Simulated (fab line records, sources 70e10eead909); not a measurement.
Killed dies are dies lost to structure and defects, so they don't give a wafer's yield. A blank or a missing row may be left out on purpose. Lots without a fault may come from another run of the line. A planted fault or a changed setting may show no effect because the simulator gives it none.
fab line records | flow nand_harc
record lots=11 wafers=33 last_day=33
route steps=1302 shown P_M0@268 P_M1@293 END@1302
lots that met no fault: from a run of the same line without faults
start_h: hours from the record's first day to the start of the lot's first wafer shown | wait_h: hours since the lot's step before | " the same as in the row above | L1.1+2: a row that stands for several wafers | - no value, or no start given | * or withheld: withheld | < > ~ a bound
route shown NAME@n: a module of which the file shows steps, and the number in the route of the first | usual: mean/standard deviation of fault-free wafers | same: alike in all rows | chamber/n: place in a boat | sites: the reading at each site | _std_site: their standard deviation | _edge_site: outer sites' mean less inner sites' | radius_mm: how far each site lies from the wafer's centre | mask NAME#n: copy n | behind: the tool/chamber that last shaped the wafer | hold: why the lot was held/for how many hours/how that ended | device: the transistor (n, p or np) that didn't switch | end of line: the same wafers' tests at the end of the route | a step without rows: its recipe alone | killed: dies lost to structure and defects at the first sort, not the wafer's yield | map: a wafer's dies, x killed, . not, _ none there
set.NAME: the setting as run; set.NAME@STEP: as run at that earlier step | model.NAME: the simulator's own value behind a step, which no gauge read
steps of the route over a sample of lots; a table a step, a row a wafer
services: from which hour (start_h, from the record's first day; less than 0 if before it) a tool's chamber was out of use, for how many hours, and why
## steps
# step NHARC_P_M0_ETCH_15
# recipe target_depth_a=1500 overetch_a=150 time_s=82.5 c4f8_flow_sccm=withheld ar_flow_sccm=400 rf_w=600 bias_w=300 chemistry=C4F8/Ar
# usual oes_product_au=0.955/0.023 rf_vpp_V=440.0/2.1
# columns lot.wafer tool chamber start_h wait_h oes_product_au rf_hours_counter_h rf_vpp_V
L871.4 rie_diel-01 2 - - 0.972 25 440.0
L871.6 " 1 " " 0.956 - 440.4
L871.5 " 2 " " 0.982 - 440.5
L872.4 rie_diel-10 1 - - 0.943 11 444.0
L872.3 " 3 " " 0.967 11 439.2
L872.6 " 0 " " 0.932 - 439.3
L874.3 rie_diel-10 3 - - 0.980 13 439.1
L874.6 " 0 " " 0.966 - 439.4
L874.5 " 1 " " 0.942 - 442.1
L875.3 rie_diel-10 2 - - 0.974 18 436.7
L875.4 " 0 " " 0.982 19 438.1
L875.5 " 2 " " 0.966 - 437.6
L876.2 rie_diel-10 2 - - 0.952 18 437.7
L876.4 " 0 " " 0.957 19 438.9
L876.5 " 2 " " 0.954 - 435.7
L886.3 rie_diel-01 0 - - 0.956 19 441.8
L886.1 " 1 " " 0.965 19 439.2
L886.5 " 2 " " 0.980 - 439.5
L887.3 rie_diel-07 3 - - 0.977 53 443.1
L887.4 " 0 " " 0.912 59 441.8
L887.6 " 3 " " 0.970 - 443.9
L888.2 rie_diel-01 2 - - 0.943 28 439.3
L888.4 " 3 " " 0.941 25 440.3
L888.1 " 0 " " 0.946 27 440.7
L890.4 rie_diel-01 0 - - 0.937 42 441.8
L890.5 " 2 " " 0.932 - 439.3
L890.6 " 3 " " 0.927 - 441.4
L891.1 rie_diel-01 1 - - 0.935 45 440.3
L891.2 " 2 " " 0.928 43 441.6
L891.3 " 3 " " 0.935 40 440.0
L894.3 rie_diel-01 0 - - 0.921 48 439.6
L894.2 " 2 " " 0.942 47 438.8
L894.5 " 1 " " 0.933 - 439.7
# step NHARC_P_M0_STRIP_18
# recipe power_w=1000 n2_flow_sccm=150 h2_flow_sccm=150 ar_flow_sccm=0 bias_w=0 chemistry=N2/H2
# usual drypump_motor_current_A=5.79/0.27 oes_product_au=1.003/0.0098 rf_vpp_V=90.4/0.94 showerhead_plenum_p_Torr=2.00/0.083 throttle_valve_pct=14.170/0.0094
# columns lot.wafer tool chamber start_h wait_h drypump_motor_current_A oes_product_au rf_hours_counter_h rf_vpp_V showerhead_plenum_p_Torr throttle_valve_pct
L871.4 rie_diel-10 3 122.38 0.1 5.80 1.016 10 89.8 1.96 14.160
L871.5 " 1 " " 5.63 1.006 - 91.5 2.13 14.171
L871.6 " 2 " " 5.89 1.008 - 91.4 1.91 14.157
L872.3 rie_diel-07 0 129.55 0.1 5.13 0.985 4 92.5 2.05 14.178
L872.4 " 1 " " 5.96 0.979 2 90.7 2.05 14.173
L872.6 " 3 " " 5.86 0.996 - 91.4 2.15 14.192
L874.3 rie_diel-10 0 150.71 0.1 5.61 0.985 14 90.2 1.94 14.181
L874.5 " 1 " " 5.61 1.004 - 90.8 2.13 14.178
L874.6 " 2 " " 5.92 1.024 - 89.2 1.91 14.159
L875.3 rie_diel-10 1 167.51 0.1 5.59 0.993 18 91.2 2.13 14.174
L875.4 " 2 " " 5.89 1.016 18 90.2 1.91 14.157
L875.5 " 3 " " 5.80 1.008 - 89.4 1.95 14.177
L876.4 rie_diel-10 1 167.62 0.1 5.62 0.996 18 91.2 2.13 14.171
L876.2 " 0 " " 5.65 0.995 19 89.9 1.94 14.175
L876.5 " 1 " " 5.63 1.001 - 88.8 2.13 14.165
L886.1 rie_diel-01 2 273.27 0.1 6.00 0.997 20 90.3 1.98 14.162
L886.3 " 1 " " 6.46 0.999 19 90.8 2.00 14.184
L886.5 " 2 " " 6.00 1.002 - 90.1 1.98 14.167
L887.4 rie_diel-10 1 279.86 0.1 5.65 0.996 6 91.0 2.12 14.161
L887.3 " 2 " " 5.89 1.019 5 88.7 1.90 14.165
L887.6 " 0 " " 5.60 0.996 - 91.2 1.94 14.163
L888.1 rie_diel-07 0 288.56 0.1 5.12 0.992 63 92.3 2.03 14.170
L888.2 " 2 " " 5.66 0.998 54 89.8 1.93 14.155
L888.4 " 3 " " 5.84 1.009 - 92.1 2.13 14.189
L890.4 rie_diel-01 0 317.52 0.2 5.64 1.009 42 89.5 2.05 14.153
L890.5 " 1 " " 6.47 1.010 - 89.9 1.99 14.185
L890.6 " 2 " " 6.00 1.020 - 88.8 1.97 14.167
L891.3 rie_diel-07 3 322.28 0.1 5.85 1.012 6 91.2 2.13 14.176
L891.2 " 0 " " 5.13 1.000 6 90.7 2.03 14.161
L891.1 " 1 " " 6.05 0.986 6 91.4 2.03 14.169
L894.3 rie_diel-10 1 348.14 0.1 5.62 0.998 18 91.2 2.12 14.166
L894.2 " 3 " " 5.82 1.014 16 89.5 1.95 14.172
L894.5 " 1 " " 5.64 0.989 - 91.0 2.11 14.176
# step NHARC_P_M0_THK_MEAS_24
# recipe thk_meas_gauge=xrf
# usual thk_nm=117.4/1.4
# columns lot.wafer tool chamber start_h wait_h thk_nm
L871.4 film_metro-01 - 124.26 - 117.6
L871.5 " - " " 119.0
L871.6 " - " " 117.4
L872.3 film_metro-01 - 131.44 - 120.2
L872.4 " - " " 118.7
L872.6 " - " " 115.9
L874.3 film_metro-01 - 152.59 - 118.9
L874.5 " - " " 117.4
L874.6 " - " " 118.0
L875.3 film_metro-02 - 169.40 - 117.3
L875.4 " - " " 118.1
L875.5 " - " " 118.8
L876.2 film_metro-01 - 169.72 - 117.2
L876.4 " - " " 117.1
L876.5 " - " " 115.1
L886.1 film_metro-02 - 275.21 - 117.2
L886.3 " - " " 115.5
L886.5 " - " " 116.5
L887.3 film_metro-02 - 281.81 - 117.7
L887.4 " - " " 116.9
L887.6 " - " " 118.1
L888.1 film_metro-02 - 290.77 - 117.6
L888.2 " - " " 118.8
L888.4 " - " " 116.2
L890.4 film_metro-02 - 319.39 - 118.5
L890.5 " - " " 121.6
L890.6 " - " " 118.9
L891.1 film_metro-02 - 324.19 - 118.1
L891.2 " - " " 117.5
L891.3 " - " " 118.0
L894.2 film_metro-02 - 350.57 - 118.4
L894.3 " - " " 117.3
L894.5 " - " " 115.5
# step NHARC_P_M1_PEB_07
# recipe peb_temp_c=100 peb_time_s=65
# usual heater_power_total_W=156.6/0.44 plate_temp_C=99.96/0.12
# columns lot.wafer tool chamber start_h wait_h heater_power_total_W plate_temp_C
L871.4 litho_track-04 0 125.62 0.0 155.9 99.86
L871.5 " 0 " " 157.0 99.80
L871.6 " 0 " " 156.2 99.93
L872.3 litho_track-01 0 132.91 0.0 156.3 100.00
L872.4 " 0 " " 157.2 100.07
L872.6 " 0 " " 157.0 100.04
L874.3 litho_track-04 0 154.12 0.0 157.1 100.02
L874.5 " 0 " " 172.2 -
L874.6 " 0 " " 157.2 99.95
L875.3 litho_track-04 0 170.75 0.0 156.3 99.78
L875.4 " 0 " " 156.2 99.85
L875.5 " 0 " " 172.4 -
L876.2 litho_track-04 0 171.20 0.1 171.4 -
L876.4 " 0 " " 156.0 99.88
L876.5 " 0 " " 171.9 -
L886.1 litho_track-04 0 276.68 0.1 157.2 99.80
L886.3 " 0 " " 157.1 99.80
L886.5 " 0 " " 156.1 99.82
L887.3 litho_track-01 0 283.28 0.0 155.9 100.07
L887.4 " 0 " " 155.9 100.12
L887.6 " 0 " " 157.0 99.99
L888.1 litho_track-06 0 292.24 0.1 156.4 99.95
L888.2 " 0 " " 156.2 99.97
L888.4 " 0 " " 157.1 100.03
L890.4 litho_track-04 0 320.86 0.0 156.4 99.91
L890.5 " 0 " " 157.2 99.96
L890.6 " 0 " " 156.2 99.96
L891.1 litho_track-04 0 325.67 0.1 156.3 99.99
L891.2 " 0 " " 157.2 99.81
L891.3 " 0 " " 155.9 100.18
L894.2 litho_track-04 0 352.04 0.1 156.6 100.04
L894.3 " 0 " " 157.1 99.82
L894.5 " 0 " " 156.0 99.96
# step NHARC_P_M1_CD_MEAS_09
# recipe target_cd_nm=130 landing_energy_ev=500
# usual cd_nm=129.3/0.67
# same landing_energy_ev=500
# columns lot.wafer tool chamber start_h wait_h cd_nm
L871.4 cd_sem-01 0 125.70 - 129.1
L871.5 " 0 " " 129.7
L871.6 " 0 " " 129.4
L872.3 cd_sem-02 0 133.00 - 128.9
L872.4 " 0 " " 129.7
L872.6 " 0 " " 129.7
L874.3 cd_sem-02 0 154.20 - 129.7
L874.5 " 0 " " 122.8
L874.6 " 0 " " 130.4
L875.3 cd_sem-01 0 170.83 - 129.7
L875.4 " 0 " " 129.7
L875.5 " 0 " " 123.8
L876.2 cd_sem-01 0 171.28 - 122.5
L876.4 " 0 " " 129.0
L876.5 " 0 " " 121.9
L886.1 cd_sem-03 0 276.76 - 129.6
L886.3 " 0 " " 130.5
L886.5 " 0 " " 130.1
L887.3 cd_sem-02 0 283.36 - 128.7
L887.4 " 0 " " 128.9
L887.6 " 0 " " 128.6
L888.1 cd_sem-01 0 292.32 - 128.8
L888.2 " 0 " " 128.3
L888.4 " 0 " " 128.8
L890.4 cd_sem-03 0 320.95 - 129.4
L890.5 " 0 " " 129.5
L890.6 " 0 " " 129.6
L891.1 cd_sem-03 0 325.75 - 130.1
L891.2 " 0 " " 129.9
L891.3 " 0 " " 129.3
L894.2 cd_sem-01 0 352.13 - 130.0
L894.3 " 0 " " 130.6
L894.5 " 0 " " 129.4
# step NHARC_END_SORT_01
# recipe temp_c=25
# usual defect_limited_yield=91/3 killed_at_array=54/21 killed_at_other=1.0/1.2 killed_at_periphery=3.6/2.6 killed_dies=58/20 killed_open=3.3/1.9 killed_short=2.6/1.5 sort_bin_2_pct=3.1/1.4 sort_bin_3_pct=0.6/0.37 sort_bin_4_pct=4.9/1.6 sort_n_pass=619/20 sort_rim_yield_pct=91/4.3 sort_yield_pct=91/3
# same gross_dies=677 sort_bin_5_pct[%]=0 sort_bin_6_pct[%]=0 sort_bin_7_pct[%]=0 sort_bin_8_pct[%]=0 sort_rim_n_gross=106.00
# columns lot.wafer tool chamber start_h wait_h defect_limited_yield[%] killed_at_array killed_at_other killed_at_periphery killed_dies killed_open killed_short sort_bin_2_pct[%] sort_bin_3_pct[%] sort_bin_4_pct[%] sort_n_pass sort_rim_yield_pct[%] sort_yield_pct[%]
L872.3 prober-02 0 588.60 3.1 89 74 0 2 76 4 2 4.1 1.2 5.9 601 97 89
L872.4 prober-02 0 589.39 3.4 87 86 0 4 90 5 3 5.6 1.3 6.4 587 89 87
L872.6 prober-02 0 590.98 4.0 89 69 1 4 74 4 5 4.0 0.9 6.1 603 92 89
L888.1 prober-01 0 714.35 2.5 94 41 0 3 44 2 2 2.1 0.6 3.8 633 95 94
L888.2 prober-01 0 715.16 2.8 93 42 1 4 47 4 2 2.8 0.1 4.0 630 95 93
L888.4 prober-01 0 716.79 3.5 93 44 2 4 50 1 3 2.7 0.6 4.1 627 92 93
L887.3 prober-02 0 715.83 3.1 87 77 0 8 85 4 2 3.7 0.6 8.3 592 89 87
L886.1 prober-02 0 722.01 2.5 91 55 3 2 60 4 2 2.5 1.0 5.3 617 87 91
L886.3 prober-02 0 723.63 3.1 95 28 3 4 35 1 2 2.4 0 2.8 642 90 95
L886.5 prober-02 0 725.25 3.7 94 37 5 0 42 3 2 2.4 0.7 3.1 635 91 94
L891.1 prober-02 0 765.00 2.5 94 38 1 3 42 4 3 2.8 0.3 3.1 635 89 94
L891.2 prober-02 0 765.80 2.8 91 56 0 2 58 2 3 4.0 0.3 4.3 619 88 91
L891.3 prober-02 0 766.60 3.1 91 61 1 1 63 1 5 3.1 0.9 5.3 614 85 91
L890.4 prober-01 0 765.13 3.3 89 67 0 6 73 7 4 4.4 0.7 5.6 604 82 89
L890.5 prober-01 0 765.92 3.6 89 70 1 4 75 1 3 3.7 0.1 7.2 602 92 89
L890.6 prober-01 0 766.71 3.9 88 74 0 6 80 6 2 3.8 1.0 6.9 597 92 88
# killed by level:class
L872.3 A_CHANNEL_HOLE_D1:chamber_film_flake=26 A_SLIT:chamber_film_flake=20 A_CHANNEL_HOLE_D2:chamber_film_flake=16 A_CONTACT:chamber_film_flake=3 P_M0:chamber_film_flake=2 A_STAIRCASE:chamber_film_flake=2 A_CHANNEL_FILL_D1:geometric_particle:open=1 A_DECK1_JOINT:geometric_particle:short=1
L872.4 A_CHANNEL_HOLE_D2:chamber_film_flake=33 A_CHANNEL_HOLE_D1:chamber_film_flake=30 A_SLIT:chamber_film_flake=15 A_CONTACT:chamber_film_flake=3 P_CONTACT:geometric_particle:open=1 P_M1:geometric_particle:short=1 P_BONDPAD:geometric_particle:open=1 A_ONON_D1:geometric_particle:short=1
L872.6 A_CHANNEL_HOLE_D2:chamber_film_flake=24 A_CHANNEL_HOLE_D1:chamber_film_flake=20 A_SLIT:chamber_film_flake=15 A_BLC:geometric_particle:short=2 A_CONTACT:chamber_film_flake=2 P_GATE:geometric_particle:open=1 P_CONTACT:geometric_particle:short=1 P_CONTACT:geometric_particle:open=1
L888.1 A_CHANNEL_HOLE_D1:chamber_film_flake=29 A_CHANNEL_FILL_D1:chamber_film_flake=3 P_M1:chamber_film_flake=2 A_CONTACT:chamber_film_flake=2 A_CHANNEL_FILL_D1:geometric_particle:short=1 A_DECK1_JOINT:geometric_particle:open=1 A_CHANNEL_FILL_D2:geometric_particle:open=1 A_CHANNEL_FILL_D2:geometric_particle:short=1
L888.2 A_CHANNEL_HOLE_D1:chamber_film_flake=27 A_CONTACT:chamber_film_flake=5 A_BLC:chamber_film_flake=3 P_ZERO_WELL:chamber_film_flake=2 A_WL_FILL:chamber_film_flake=2 P_M0:geometric_particle:open=1 A_ONON_D1:geometric_particle:short=1 A_DECK1_JOINT:geometric_particle:short=1
L887.3 A_CHANNEL_HOLE_D1:chamber_film_flake=41 A_CHANNEL_HOLE_D2:chamber_film_flake=17 A_SLIT:chamber_film_flake=5 P_STI:chamber_film_flake=3 A_CONTACT:chamber_film_flake=3 P_CONTACT:chamber_film_flake=2 A_STAIRCASE:chamber_film_flake=2 P_STI:geometric_particle:open=1
L888.4 A_CHANNEL_HOLE_D1:chamber_film_flake=29 A_CHANNEL_FILL_D1:chamber_film_flake=3 P_ZERO_WELL:chamber_film_flake=2 P_M1:chamber_film_flake=2 A_SLIT:chamber_film_flake=2 A_CONTACT:chamber_film_flake=2 A_BLC:chamber_film_flake=2 THIN_TSV:chamber_film_flake=2
L886.1 A_CHANNEL_HOLE_D2:chamber_film_flake=22 A_SLIT:chamber_film_flake=18 A_WL_FILL:chamber_film_flake=4 A_BLC:chamber_film_flake=3 THIN_TSV:chamber_film_flake=3 A_CHANNEL_FILL_D1:geometric_particle:open=2 P_M1:geometric_particle:open=1 A_CHANNEL_HOLE_D2:geometric_particle:open=1
L886.3 A_SLIT:chamber_film_flake=10 A_CHANNEL_HOLE_D2:chamber_film_flake=10 A_CHANNEL_HOLE_D1:chamber_film_flake=3 P_GATE:chamber_film_flake=2 A_CONTACT:chamber_film_flake=2 THIN_TSV:chamber_film_flake=2 P_CONTACT:geometric_particle:short=1 P_CONTACT:geometric_particle:open=1
L886.5 A_SLIT:chamber_film_flake=17 A_CONTACT:chamber_film_flake=9 A_CHANNEL_HOLE_D2:chamber_film_flake=5 THIN_TSV:chamber_film_flake=4 A_CHANNEL_HOLE_D1:geometric_particle:open=1 A_CHANNEL_FILL_D1:geometric_particle:short=1 A_DECK1_JOINT:geometric_particle:short=1 A_CHANNEL_HOLE_D2:geometric_particle:open=1
L891.1 A_SLIT:chamber_film_flake=16 A_CONTACT:chamber_film_flake=9 A_CHANNEL_HOLE_D1:chamber_film_flake=6 A_WL_FILL:chamber_film_flake=2 P_STI:geometric_particle:short=1 P_CONTACT:geometric_particle:open=1 P_M1:geometric_particle:open=1 A_ONON_D1:geometric_particle:short=1
L890.4 A_CHANNEL_HOLE_D1:chamber_film_flake=31 A_CHANNEL_HOLE_D2:chamber_film_flake=16 A_SLIT:chamber_film_flake=4 A_ZERO_WELL:chamber_film_flake=3 P_M0:geometric_particle:open=2 A_STAIRCASE:chamber_film_flake=2 A_M1:chamber_film_flake=2 P_M0:geometric_particle:short=1
L891.2 A_SLIT:chamber_film_flake=25 A_CONTACT:chamber_film_flake=11 A_CHANNEL_HOLE_D1:chamber_film_flake=10 A_STAIRCASE:chamber_film_flake=3 A_M1:chamber_film_flake=2 P_STI:geometric_particle:short=1 P_M2:geometric_particle:short=1 A_CHANNEL_FILL_D1:geometric_particle:open=1
L890.5 A_CHANNEL_HOLE_D1:chamber_film_flake=28 A_CHANNEL_HOLE_D2:chamber_film_flake=25 A_SLIT:chamber_film_flake=6 A_WL_FILL:chamber_film_flake=3 P_ZERO_WELL:chamber_film_flake=2 P_GATE:chamber_film_flake=2 A_CONTACT:chamber_film_flake=2 A_BLC:chamber_film_flake=2
L891.3 A_SLIT:chamber_film_flake=20 A_CHANNEL_HOLE_D1:chamber_film_flake=13 A_CONTACT:chamber_film_flake=12 A_DECK1_JOINT:chamber_film_flake=4 A_STAIRCASE:chamber_film_flake=3 A_WL_FILL:chamber_film_flake=3 P_M0:geometric_particle:open=1 A_CHANNEL_HOLE_D1:geometric_particle:short=1
L890.6 A_CHANNEL_HOLE_D1:chamber_film_flake=36 A_CHANNEL_HOLE_D2:chamber_film_flake=17 A_SLIT:chamber_film_flake=5 P_GATE:chamber_film_flake=3 A_M1:chamber_film_flake=3 P_ZERO_WELL:chamber_film_flake=2 A_STAIRCASE:chamber_film_flake=2 P_CONTACT:geometric_particle:open=1
## services
# columns tool chamber start_h hours kind
rie_diel-10 0 99.29 - clean
rie_diel-10 1 99.29 - clean
rie_diel-07 0 111.86 6.3 repair
rie_diel-07 - 117.21 9.0 pm
litho_track-01 - 155.00 7.0 pm
rie_diel-01 2 170.04 42.2 repair
litho_track-06 - 179.00 7.0 pm
rie_diel-07 3 180.55 4.5 repair
rie_diel-07 1 202.92 5.3 repair
litho_track-04 - 203.00 7.0 pm
rie_diel-01 - 206.83 9.0 pm
rie_diel-07 1 219.13 6.4 repair
rie_diel-10 - 242.96 9.0 pm
rie_diel-07 2 254.01 10.2 repair
rie_diel-01 1 258.76 4.2 repair
rie_diel-01 1 266.35 4.0 repair
rie_diel-10 3 269.00 6.4 repair
rie_diel-07 1 283.93 6.0 repair
rie_diel-07 - 290.63 0.2 repair
rie_diel-07 - 294.22 9.0 pm
rie_diel-01 0 308.29 4.3 repair
litho_track-01 - 330.00 7.0 pm
rie_diel-01 1 332.89 7.1 repair
rie_diel-07 3 341.56 4.2 repair
## key
first_sign step=NHARC_P_M1_PEB_07 reading=heater_power_total_W direction=up sigmas=35 usual=* struck=*
effect step=NHARC_P_M1_CD_MEAS_09 reading=cd_nm direction=down sigmas=9.8 usual=129.3 struck=122.8
met_at NHARC_P_M1_PEB_07
struck_lots L874,L875,L876
struck_wafers L874.5,L875.5,L876.2,L876.5
not_acting_at NHARC_P_M0_ETCH_15,NHARC_P_M0_STRIP_18,NHARC_P_M0_THK_MEAS_24
onset_between 125.62 154.12
fault kind=process_parameter_drift tool=litho_track-04 chamber=- onset_h=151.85 steps=NHARC_P_M1_PEB_07 channel=peb_time_s offset=* shape=step end_h=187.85 scope=struck_wafers_only acts_in=* stated=*
